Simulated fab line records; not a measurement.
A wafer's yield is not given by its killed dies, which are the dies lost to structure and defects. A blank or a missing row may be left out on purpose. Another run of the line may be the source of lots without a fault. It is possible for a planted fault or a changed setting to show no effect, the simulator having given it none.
fab line records -- flow n5-finfet
record: lots: 4, wafers: 12, last-day: 16
route steps=1938 shown WELL_APT@21 PMOS_HMC_CHANNEL_EPI@57 BEOL_M4@1111
lots that met no fault: from a run of the same line without faults
start-h: start of the lot's first displayed wafer, in hours after the record's first day -- wait-h: hours since the lot's step before -- " unchanged from the row above -- L1.1+2: several wafers, shown together as one row -- - value missing, or start not given -- * or withheld: withheld -- < > ~ a bound
route shown NAME@n: NAME is a module with steps in the file, n the number in the route of the first one -- usual: mean/standard deviation taken from wafers without a fault -- same: alike in all rows -- chamber/n: place in a boat -- sites: each site's reading -- _std_site: their standard deviation -- _edge_site: outer sites' mean less inner sites' -- radius-mm: for every site, how far away it sits from the centre of the wafer -- mask NAME#n: copy n -- behind: the most recent tool/chamber to have shaped the wafer -- hold: cause of the lot's hold/its duration in hours/its outcome -- device: whichever transistor did not switch (one of n, p or np) -- end of line: tests run on the same wafers once the route is complete -- for a step that has no rows: nothing shown but its recipe -- killed: at the first sort, the dies lost to defects and structure; wafer yield is something else -- map: the dies of a wafer, with x for killed, . for not killed, _ for no die there
set.NAME: the setting the step ran with; set.NAME@STEP: the setting that earlier step ran with -- model.NAME: the simulator's own value behind a step, which no gauge read
lots seen at some steps along the route; tables by step, rows by wafer
services: when a tool's chamber went out of use (start-h, in hours from the record's first day, below 0 if earlier), for how many hours, and the reason
== steps ==
step: N5_WELL_APT_COAT_02
recipe: spin-rpm: 1357, resist-thk-nm: 950
step: N5_WELL_APT_EBR_04
recipe: solvent: PGMEA, ebr-width-mm: 1.5
step: N5_WELL_APT_SOFTBAKE_03
recipe: temp-c: 130, time-s: 60
step: N5_WELL_APT_EXPOSE_05
recipe: mask-id: NWELL, na: 0.8, source-shape: conventional, sigma-outer: 0.8, polarization: unpolarized, defocus-nm: 0, target-cd-nm: 200, dose-mj: 20.3
step: N5_WELL_APT_PEB_06
recipe: peb-temp-c: 130, peb-time-s: 90
step: N5_WELL_APT_DEVELOP_07
recipe: develop-time-s: 45, rinse-liquid: surfactant-rinse, dry: air-spin, dev-temp-c: 21
step: N5_WELL_APT_HARDBAKE_12
recipe: temp-c: 130, time-s: 120
step: N5_WELL_APT_DESCUM_13
recipe: chemistry: O2, time-s: 7.9, source-power-w: 50, bias-power-w: 20, pressure-mtorr: 20, rf-frequency-hz: 2.712e+07, temp-c: 40, o2-flow-sccm: 225
step: N5_WELL_APT_IMPLANT_14
recipe: species: P, energy-kev: 160, dose-cm2: 1.5e+13, tilt-deg: 0, rotation-deg: 0
step: N5_WELL_APT_IMPLANT_15
recipe: species: As, energy-kev: 25, dose-cm2: 1.5e+13, tilt-deg: 0, rotation-deg: 0
usual: dose-ions-cm2: 1.4997e+13/1.7e+10, faraday-current-uA: 190/3.8
lot.wafer,tool,chamber,start-h,wait-h,dose-ions-cm2,faraday-current-uA
L240.2,implanter-01,0,62.27,0.1,1.4986e+13,192
L240.5,implanter-01,0,62.27,0.1,1.5003e+13,193
L240.6,implanter-01,0,62.27,0.1,1.5003e+13,187
L248.1,implanter-01,0,110.82,0.1,2.3045e+13,304
L248.3,implanter-01,0,110.82,0.1,2.3068e+13,300
L248.6,implanter-01,0,110.82,0.1,2.3052e+13,297
L249.3,implanter-02,0,116.52,0.1,1.4979e+13,195
L249.4,implanter-02,0,116.52,0.1,1.4977e+13,197
L249.5,implanter-02,0,116.52,0.1,1.4989e+13,192
L250.2,implanter-01,0,122.31,0.1,2.3063e+13,290
L250.3,implanter-01,0,122.31,0.1,2.3046e+13,289
L250.5,implanter-01,0,122.31,0.1,2.3048e+13,290
step: N5_WELL_APT_STRIP_16
recipe: chemistry: SPM, time-s: 900, temp-c: 130, h2so4-h2o2-vol-ratio: 4, dry: ipa-marangoni
step: N5_WELL_APT_HMDS_18
recipe: time-s: 60, temp-c: 120
step: N5_WELL_APT_COAT_19
recipe: spin-rpm: 1357, resist-thk-nm: 950
step: N5_WELL_APT_EBR_21
recipe: solvent: PGMEA, ebr-width-mm: 1.5
step: N5_WELL_APT_SOFTBAKE_20
recipe: temp-c: 130, time-s: 60
step: N5_WELL_APT_EXPOSE_22
recipe: mask-id: PWELL, na: 0.8, source-shape: conventional, sigma-outer: 0.8, polarization: unpolarized, defocus-nm: 0, target-cd-nm: 200, dose-mj: 23.2
step: N5_WELL_APT_PEB_23
recipe: peb-temp-c: 130, peb-time-s: 90
step: N5_WELL_APT_DEVELOP_24
recipe: develop-time-s: 45, rinse-liquid: surfactant-rinse, dry: air-spin, dev-temp-c: 21
step: N5_WELL_APT_HARDBAKE_29
recipe: temp-c: 130, time-s: 120
step: N5_WELL_APT_DESCUM_30
recipe: chemistry: O2, time-s: 7.9, source-power-w: 50, bias-power-w: 20, pressure-mtorr: 20, rf-frequency-hz: 2.712e+07, temp-c: 40, o2-flow-sccm: 225
step: N5_WELL_APT_IMPLANT_31
recipe: species: B, energy-kev: 60, dose-cm2: 1.5e+13, tilt-deg: 0, rotation-deg: 0
step: N5_WELL_APT_IMPLANT_32
recipe: species: BF2, energy-kev: 50, dose-cm2: 2e+13, tilt-deg: 0, rotation-deg: 0
step: N5_WELL_APT_STRIP_33
recipe: chemistry: SPM, time-s: 900, temp-c: 130, h2so4-h2o2-vol-ratio: 4, dry: ipa-marangoni
step: N5_WELL_APT_RTA_34
recipe: temp-c: 1000, time-s: 10, ambient: N2, idle-temp-c: 600, ramp-up-c-per-s: 150, ramp-down-c-per-s: 60, cool-to-c: 600
step: N5_WELL_APT_OXIDE_STRIP_42
recipe: chemistry: dHF, dilution: 25:1, time-s: 45, temp-c: 25, target: SiO2, target-depth-a: 120
step: N5_WELL_APT_PRECLEAN_36
recipe: chemistry: O3/DIW, time-s: 45, temp-c: 22, o3-ppm: 10
step: N5_WELL_APT_PRECLEAN_39
recipe: chemistry: dHF, time-s: 60, dilution: 150:1, temp-c: 25
step: N5_WELL_APT_SRD_37
recipe: dry: ipa-marangoni, do-ppb: 5, time-s: 30, temp-c: 23, rinse-liquid: diw
step: N5_WELL_APT_EPI_41
recipe: material: Si, target-thk-a: 500, temp-c: 650, precursor: SiH4/H2, pressure-torr: 20, time-s: 297.7
step: N5_PMOS_HMC_CHANNEL_EPI_HM_DEP_34
recipe: material: SiO2, target-thk-a: 360, temp-c: 400, precursor: TEOS/O2, pressure-torr: 6.5, rf-w: 900, teos-flow-sccm: 161.4, gas: O2, flow-sccm: 2650, time-s: 6.9
step: N5_PMOS_HMC_CHANNEL_EPI_COAT_31
recipe: resist: BARC, temp-c: 205, time-s: 60, spin-rpm: 1500, resist-thk-nm: 66
step: N5_PMOS_HMC_CHANNEL_EPI_COAT_03
recipe: resist: CAR-ArF-block, spin-rpm: 1500, resist-thk-nm: 205
step: N5_PMOS_HMC_CHANNEL_EPI_EBR_05
recipe: solvent: PGMEA, ebr-width-mm: 1.5
step: N5_PMOS_HMC_CHANNEL_EPI_SOFTBAKE_04
recipe: temp-c: 110, time-s: 60, resist: CAR-ArF-block
step: N5_PMOS_HMC_CHANNEL_EPI_EXPOSE_06
recipe: mask-id: PMOS_HMC_BLK, na: 1.35, source-shape: conventional, sigma-outer: 0.8, polarization: unpolarized, target-cd-nm: 240, dose-mj: 41
step: N5_BEOL_M4_RC_MEAS_101
usual: CJ_P: 5.79/0.26, DIBL_N: 36.0/2, DIBL_P: 35.9/2.5, IOFF_N: 0.16/0.038, IOFF_P: 0.21/0.04, IOFF_P_LONG: 0.000106/1e-05, ION_N: 675/14, ION_P: 462/9.4, SS_N: 71.5/0.75, SS_P: 73.2/0.74, VT_N: 250/3.9, VT_P: -251/3.2
lot.wafer,tool,chamber,start-h,wait-h,CJ_P,DIBL_N[mV/V],DIBL_P[mV/V],IOFF_N[nA/um],IOFF_P[nA/um],IOFF_P_LONG[nA/um],ION_N[uA/um],ION_P[uA/um],SS_N[mV/dec],SS_P[mV/dec],VT_N[mV],VT_P[mV]
L240.2,prober-02,0,212.50,0.2,5.42,39.8,37.9,0.24,0.31,0.00012,702,481,72.4,73.9,243,-243
L240.5,prober-02,0,212.50,0.2,5.47,39.0,38.8,0.23,0.35,0.000124,714,496,71.3,73.9,244,-241
L240.6,prober-02,0,212.50,0.2,5.76,32.1,29.1,0.09,0.15,0.000126,659,465,70.7,71.1,257,-249
L249.3,prober-02,0,270.17,0.3,5.83,35.7,37.3,0.16,0.21,0.000109,669,464,71.5,73.7,249,-246
L249.4,prober-02,0,270.17,0.3,6.15,34.4,36.1,0.13,0.18,0.000116,686,473,71.0,73.1,256,-251
L249.5,prober-02,0,270.17,0.3,5.95,33.3,34.8,0.12,0.18,0.00011,656,459,71.2,72.7,255,-253
L248.1,prober-01,0,272.02,0.0,7.00,38.9,39.6,0.22,0.26,0.000137,684,463,73.3,74.5,247,-247
L248.3,prober-01,0,272.02,0.0,7.28,38.0,38.9,0.19,0.25,0.000146,668,461,72.7,74.6,249,-246
L248.6,prober-01,0,272.02,0.0,7.17,36.2,37.4,0.16,0.22,0.000144,663,456,71.9,74.2,251,-251
L250.2,prober-02,0,272.91,0.2,7.17,39.4,38.7,0.21,0.25,0.000155,692,466,72.4,73.6,244,-247
L250.3,prober-02,0,272.91,0.2,7.29,36.2,35.7,0.14,0.20,0.000164,678,466,71.9,72.8,251,-250
L250.5,prober-02,0,272.91,0.2,7.23,40.1,41.2,0.23,0.29,0.000161,697,475,71.4,73.6,244,-247
== services ==
tool,chamber,start-h,hours,kind
implanter-02,-,59.28,27.6,pm
implanter-01,-,86.28,1.3,repair
implanter-02,-,92.20,5.8,repair
implanter-01,-,117.16,3.8,pm
== key ==
first-sign: step: N5_WELL_APT_IMPLANT_15, reading: dose-ions-cm2, direction: up, sigmas: 99+, usual: 1.4997e+13, struck: 2.3053e+13
effect: step: N5_WELL_APT_IMPLANT_15, reading: faraday-current-uA, direction: up, sigmas: 27, usual: 190, struck: 295
effect: step: N5_BEOL_M4_RC_MEAS_101, reading: CJ_P, direction: up, sigmas: 5.3, usual: 5.79, struck: 7.19
effect: step: N5_BEOL_M4_RC_MEAS_101, reading: IOFF_P_LONG, direction: up, sigmas: 4.6, usual: 0.000106, struck: 0.000151
met-at N5_WELL_APT_IMPLANT_15
struck-wafers L248.1,L248.3,L248.6,L250.2,L250.3,L250.5
baseline-loss: step: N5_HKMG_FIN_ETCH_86, wafers: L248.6
onset-between 62.27 110.82
fault: kind: process-parameter-drift, tool: implanter-01, chamber: -, onset-h: 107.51, steps: N5_WELL_APT_IMPLANT_15, channel: dose-cm2, offset: 8.0561e+12, shape: step, end-h: 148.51, acts-in: these-recipes-only, stated: 1.5e+13
baseline-loss: these wafers lose ten dies or more at that step, a loss of the line's own and not of a fault; the sort's usual values leave them out
